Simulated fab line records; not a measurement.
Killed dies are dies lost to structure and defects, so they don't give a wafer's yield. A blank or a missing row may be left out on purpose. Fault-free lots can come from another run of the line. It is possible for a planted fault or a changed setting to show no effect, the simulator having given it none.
Which tool was responsible? / flow nand-harc / 12 lots with 36 wafers sampled at 5 steps, on a route of 1302 steps

## WHAT EACH GAUGE READ, for each wafer
NHARC_END_SORT_01. Usual: killed-at-array 52, standard deviation 17; killed-at-other 0.9, standard deviation 1.2; killed-at-periphery 3.9, standard deviation 2.7; killed-dies 57, standard deviation 16; killed-open 3.3, standard deviation 1.9; killed-short 2.5, standard deviation 1.5.
lot=L680; measured=day 27 23:05; on=prober-01; killed-at-array=49 61 63; killed-at-other=0 1 1; killed-at-periphery=2 2 5; killed-dies=51 64 69; killed-open=5 5 3; killed-short=1 5 3; flag=
lot=L682; measured=day 28 06:49; on=prober-02; killed-at-array=57 48 108; killed-at-other=3 2 2; killed-at-periphery=6 5 5; killed-dies=66 55 115; killed-open=3 4 3; killed-short=2 1 2; flag=
lot=L689; measured=day 31 00:43; on=prober-01; killed-at-array=42 54 39; killed-at-other=2 1 0; killed-at-periphery=4 6 3; killed-dies=48 61 42; killed-open=3 6 3; killed-short=5 2 0; flag=
lot=L688; measured=day 31 01:38; on=prober-02; killed-at-array=38 49 31; killed-at-other=1 0 1; killed-at-periphery=2 9 3; killed-dies=41 58 35; killed-open=3 4 5; killed-short=2 0 2; flag=
lot=L690; measured=day 31 22:09; on=prober-02; killed-at-array=52 75 61; killed-at-other=0 1 1; killed-at-periphery=3 3 1; killed-dies=55 79 63; killed-open=3 2 6; killed-short=0 1 1; flag=

## WHAT TOOL EACH LOT RAN ON (gives the tool, then ch and the chambers of the sampled wafers, and finally the start)
lot=L673; NHARC_A_CONTACT_ETCH_50=rie-diel-02 ch 0,1,2, day 21 15:11; NHARC_A_CONTACT_ETCH_51=rie-diel-02 ch 0,3, day 21 17:33 or earlier; NHARC_A_CONTACT_ETCH_117=har-cap-etch-01 ch 0,1, day 21 17:33; NHARC_A_CONTACT_ETCH_118=har-cap-etch-01 ch 0,1, day 21 17:43
lot=L676; NHARC_A_CONTACT_ETCH_50=rie-diel-02 ch 0,2,3, day 22 09:47; NHARC_A_CONTACT_ETCH_51=rie-diel-02 ch 0,1,3, day 22 12:07 or earlier; NHARC_A_CONTACT_ETCH_117=har-cap-etch-03 ch 0,1, day 22 12:07; NHARC_A_CONTACT_ETCH_118=har-cap-etch-03 ch 0,1, day 22 12:17
lot=L674; NHARC_A_CONTACT_ETCH_50=rie-diel-11 ch 1,2, day 22 15:44; NHARC_A_CONTACT_ETCH_51=rie-diel-11 ch 0,3, day 22 18:07 or earlier; NHARC_A_CONTACT_ETCH_117=har-cap-etch-03 ch 0, day 22 18:07; NHARC_A_CONTACT_ETCH_118=har-cap-etch-03 ch 0, day 22 18:17
lot=L680; NHARC_A_CONTACT_ETCH_50=rie-diel-11 ch 0,1,3, day 25 01:14; NHARC_A_CONTACT_ETCH_51=rie-diel-11 ch 0,2,3, day 25 03:34 or earlier; NHARC_A_CONTACT_ETCH_117=har-cap-etch-03 ch 0,1, day 25 03:34; NHARC_A_CONTACT_ETCH_118=har-cap-etch-03 ch 0,1, day 25 03:44
lot=L682; NHARC_A_CONTACT_ETCH_50=rie-diel-11 ch 1,3, day 25 07:12; NHARC_A_CONTACT_ETCH_51=rie-diel-11 ch 0,2,3, day 25 09:34 or earlier; NHARC_A_CONTACT_ETCH_117=har-cap-etch-02 ch 0,1, day 25 09:34; NHARC_A_CONTACT_ETCH_118=har-cap-etch-02 ch 0,1, day 25 09:44
lot=L689; NHARC_A_CONTACT_ETCH_50=rie-diel-02 ch 1,2,3, day 28 03:35; NHARC_A_CONTACT_ETCH_51=rie-diel-02 ch 0,1,3, day 28 05:55 or earlier; NHARC_A_CONTACT_ETCH_117=har-cap-etch-01 ch 0,1, day 28 05:55; NHARC_A_CONTACT_ETCH_118=har-cap-etch-01 ch 0,1, day 28 06:05
lot=L688; NHARC_A_CONTACT_ETCH_50=rie-diel-11 ch 1,2,3, day 28 03:45; NHARC_A_CONTACT_ETCH_51=rie-diel-11 ch 1,3, day 28 06:08 or earlier; NHARC_A_CONTACT_ETCH_117=har-cap-etch-02 ch 0,1, day 28 06:08; NHARC_A_CONTACT_ETCH_118=har-cap-etch-02 ch 0,1, day 28 06:18
lot=L690; NHARC_A_CONTACT_ETCH_50=rie-diel-02 ch 1,2,3, day 29 00:58; NHARC_A_CONTACT_ETCH_51=rie-diel-02 ch 1,2,3, day 29 03:17 or earlier; NHARC_A_CONTACT_ETCH_117=har-cap-etch-02 ch 0,1, day 29 03:17; NHARC_A_CONTACT_ETCH_118=har-cap-etch-02 ch 0,1, day 29 03:28
lot=L694; NHARC_A_CONTACT_ETCH_50=rie-diel-02 ch 0,1,3, day 30 19:20; NHARC_A_CONTACT_ETCH_51=rie-diel-02 ch 0,2,3, day 30 21:41 or earlier; NHARC_A_CONTACT_ETCH_117=har-cap-etch-01 ch 0,1, day 30 21:41; NHARC_A_CONTACT_ETCH_118=har-cap-etch-01 ch 0,1, day 30 21:52
lot=L696; NHARC_A_CONTACT_ETCH_50=rie-diel-02 ch 1,2, day 31 03:28; NHARC_A_CONTACT_ETCH_51=rie-diel-02 ch 0,1,2, day 31 05:50 or earlier; NHARC_A_CONTACT_ETCH_117=har-cap-etch-02 ch 0,1, day 31 05:50; NHARC_A_CONTACT_ETCH_118=har-cap-etch-02 ch 0,1, day 31 06:01
lot=L693; NHARC_A_CONTACT_ETCH_50=rie-diel-11 ch 1,2,3, day 31 03:50; NHARC_A_CONTACT_ETCH_51=rie-diel-11 ch 1,2, day 31 06:10 or earlier; NHARC_A_CONTACT_ETCH_117=har-cap-etch-03 ch 0,1, day 31 06:10; NHARC_A_CONTACT_ETCH_118=har-cap-etch-03 ch 0,1, day 31 06:20
lot=L695; NHARC_A_CONTACT_ETCH_50=rie-diel-02 ch 1,2,3, day 31 10:32; NHARC_A_CONTACT_ETCH_51=rie-diel-02 ch 0,2,3, day 31 12:55 or earlier; NHARC_A_CONTACT_ETCH_117=har-cap-etch-02 ch 0,1, day 31 12:55; NHARC_A_CONTACT_ETCH_118=har-cap-etch-02 ch 0,1, day 31 13:05
- NHARC_A_CONTACT_ETCH_50: etches the open film in CF4/CHF3, target depth 121 nm, time 60.5 s.
- NHARC_A_CONTACT_ETCH_51: etches the open film in O2/COS, target depth 7000 nm, time 1820 s.
- NHARC_A_CONTACT_ETCH_117: etches the open film in C4F8/O2/Ar, time 190 s, target depth 1850 nm.
- NHARC_A_CONTACT_ETCH_118: etches the open film in C4F8/O2/Ar, time 190 s, target depth 1850 nm.

## AS READ BY THE TOOLS THEMSELVES (means over the sampled wafers that have a number; for cases with no such wafer, the mark the record gives instead)
NHARC_A_CONTACT_ETCH_50. Usual: drypump-motor-current-A 5.5 A, standard deviation 0.36; oes-product-au 0.955 a.u., standard deviation 0.025; rf-vpp-V 371.5 V, standard deviation 2.7; showerhead-plenum-p-Torr 1.60 Torr, standard deviation 0.073; throttle-valve-pct 16.803 %, standard deviation 0.0096.
lot=L673; tool=rie-diel-02; drypump-motor-current-A (A)=5.3; oes-product-au (a.u.)=0.971; rf-vpp-V (V)=370.9; showerhead-plenum-p-Torr (Torr)=1.57; throttle-valve-pct (%)=16.798; flag=
lot=L676; tool=rie-diel-02; drypump-motor-current-A (A)=5.7; oes-product-au (a.u.)=0.956; rf-vpp-V (V)=371.1; showerhead-plenum-p-Torr (Torr)=1.58; throttle-valve-pct (%)=16.801; flag=
lot=L674; tool=rie-diel-11; drypump-motor-current-A (A)=5.7; oes-product-au (a.u.)=0.922; rf-vpp-V (V)=370.5; showerhead-plenum-p-Torr (Torr)=1.56; throttle-valve-pct (%)=16.813; flag=
lot=L680; tool=rie-diel-11; drypump-motor-current-A (A)=5.5; oes-product-au (a.u.)=0.888; rf-vpp-V (V)=372.4; showerhead-plenum-p-Torr (Torr)=1.62; throttle-valve-pct (%)=16.804; flag=
lot=L682; tool=rie-diel-11; drypump-motor-current-A (A)=5.4; oes-product-au (a.u.)=0.887; rf-vpp-V (V)=371.3; showerhead-plenum-p-Torr (Torr)=1.61; throttle-valve-pct (%)=16.801; flag=
lot=L689; tool=rie-diel-02; drypump-motor-current-A (A)=5.5; oes-product-au (a.u.)=0.980; rf-vpp-V (V)=370.5; showerhead-plenum-p-Torr (Torr)=1.57; throttle-valve-pct (%)=16.797; flag=
lot=L688; tool=rie-diel-11; drypump-motor-current-A (A)=5.6; oes-product-au (a.u.)=0.983; rf-vpp-V (V)=371.2; showerhead-plenum-p-Torr (Torr)=1.60; throttle-valve-pct (%)=16.811; flag=
lot=L690; tool=rie-diel-02; drypump-motor-current-A (A)=5.5; oes-product-au (a.u.)=0.954; rf-vpp-V (V)=369.6; showerhead-plenum-p-Torr (Torr)=1.57; throttle-valve-pct (%)=16.799; flag=
lot=L694; tool=rie-diel-02; drypump-motor-current-A (A)=5.6; oes-product-au (a.u.)=0.963; rf-vpp-V (V)=371.3; showerhead-plenum-p-Torr (Torr)=1.62; throttle-valve-pct (%)=16.802; flag=
lot=L696; tool=rie-diel-02; drypump-motor-current-A (A)=5.1; oes-product-au (a.u.)=0.978; rf-vpp-V (V)=369.7; showerhead-plenum-p-Torr (Torr)=1.56; throttle-valve-pct (%)=16.804; flag=
lot=L693; tool=rie-diel-11; drypump-motor-current-A (A)=5.6; oes-product-au (a.u.)=0.974; rf-vpp-V (V)=371.0; showerhead-plenum-p-Torr (Torr)=1.60; throttle-valve-pct (%)=16.803; flag=
lot=L695; tool=rie-diel-02; drypump-motor-current-A (A)=5.5; oes-product-au (a.u.)=0.960; rf-vpp-V (V)=370.0; showerhead-plenum-p-Torr (Torr)=1.56; throttle-valve-pct (%)=16.805; flag=

NHARC_A_CONTACT_ETCH_51. Usual: drypump-motor-current-A 5.6 A, standard deviation 0.37; oes-product-au 0.998 a.u., standard deviation 0.0089; rf-vpp-V 314.8 V, standard deviation 2.3; showerhead-plenum-p-Torr 3.17 Torr, standard deviation 0.15; throttle-valve-pct 28.330 %, standard deviation 0.0092.
lot=L673; tool=rie-diel-02; drypump-motor-current-A (A)=5.8; oes-product-au (a.u.)=1.004; rf-vpp-V (V)=316.0; showerhead-plenum-p-Torr (Torr)=3.23; throttle-valve-pct (%)=28.320; flag=
lot=L676; tool=rie-diel-02; drypump-motor-current-A (A)=5.6; oes-product-au (a.u.)=0.997; rf-vpp-V (V)=315.5; showerhead-plenum-p-Torr (Torr)=3.23; throttle-valve-pct (%)=28.338; flag=
lot=L674; tool=rie-diel-11; drypump-motor-current-A (A)=5.4; oes-product-au (a.u.)=0.998; rf-vpp-V (V)=316.8; showerhead-plenum-p-Torr (Torr)=3.32; throttle-valve-pct (%)=28.332; flag=
lot=L680; tool=rie-diel-11; drypump-motor-current-A (A)=5.5; oes-product-au (a.u.)=0.992; rf-vpp-V (V)=316.6; showerhead-plenum-p-Torr (Torr)=3.30; throttle-valve-pct (%)=28.326; flag=
lot=L682; tool=rie-diel-11; drypump-motor-current-A (A)=5.6; oes-product-au (a.u.)=0.996; rf-vpp-V (V)=316.6; showerhead-plenum-p-Torr (Torr)=3.30; throttle-valve-pct (%)=28.332; flag=
lot=L689; tool=rie-diel-02; drypump-motor-current-A (A)=5.6; oes-product-au (a.u.)=1.001; rf-vpp-V (V)=316.0; showerhead-plenum-p-Torr (Torr)=3.22; throttle-valve-pct (%)=28.334; flag=
lot=L688; tool=rie-diel-11; drypump-motor-current-A (A)=5.4; oes-product-au (a.u.)=0.999; rf-vpp-V (V)=315.1; showerhead-plenum-p-Torr (Torr)=3.18; throttle-valve-pct (%)=28.336; flag=
lot=L690; tool=rie-diel-02; drypump-motor-current-A (A)=5.5; oes-product-au (a.u.)=0.998; rf-vpp-V (V)=313.3; showerhead-plenum-p-Torr (Torr)=3.11; throttle-valve-pct (%)=28.325; flag=
lot=L694; tool=rie-diel-02; drypump-motor-current-A (A)=5.7; oes-product-au (a.u.)=1.000; rf-vpp-V (V)=314.5; showerhead-plenum-p-Torr (Torr)=3.11; throttle-valve-pct (%)=28.333; flag=
lot=L696; tool=rie-diel-02; drypump-motor-current-A (A)=5.3; oes-product-au (a.u.)=1.002; rf-vpp-V (V)=313.9; showerhead-plenum-p-Torr (Torr)=3.10; throttle-valve-pct (%)=28.329; flag=
lot=L693; tool=rie-diel-11; drypump-motor-current-A (A)=5.7; oes-product-au (a.u.)=1.005; rf-vpp-V (V)=313.0; showerhead-plenum-p-Torr (Torr)=3.06; throttle-valve-pct (%)=28.333; flag=
lot=L695; tool=rie-diel-02; drypump-motor-current-A (A)=5.7; oes-product-au (a.u.)=0.994; rf-vpp-V (V)=314.0; showerhead-plenum-p-Torr (Torr)=3.11; throttle-valve-pct (%)=28.320; flag=

## THE ANSWER, worked out from the rows above alone
Rule: a lot counts as off when the mean over its wafers that have a number is more than 3 standard deviations away from the usual mean. Also off: a lot with no number at a reading for which 4 or more lots have one. All remaining lots with rows at the step are treated as sound. Order of review: gauges by route order, followed by the tools' own readings, for which a lot's mean as printed above is used. The first step at which some lot is off is used, and at that step the reading that is off furthest; a lot without a number counts as furthest.
No lot is off on any of the readings shown, so nothing can be concluded from this.

## WHAT THE SIMULATOR HAD INSERTED
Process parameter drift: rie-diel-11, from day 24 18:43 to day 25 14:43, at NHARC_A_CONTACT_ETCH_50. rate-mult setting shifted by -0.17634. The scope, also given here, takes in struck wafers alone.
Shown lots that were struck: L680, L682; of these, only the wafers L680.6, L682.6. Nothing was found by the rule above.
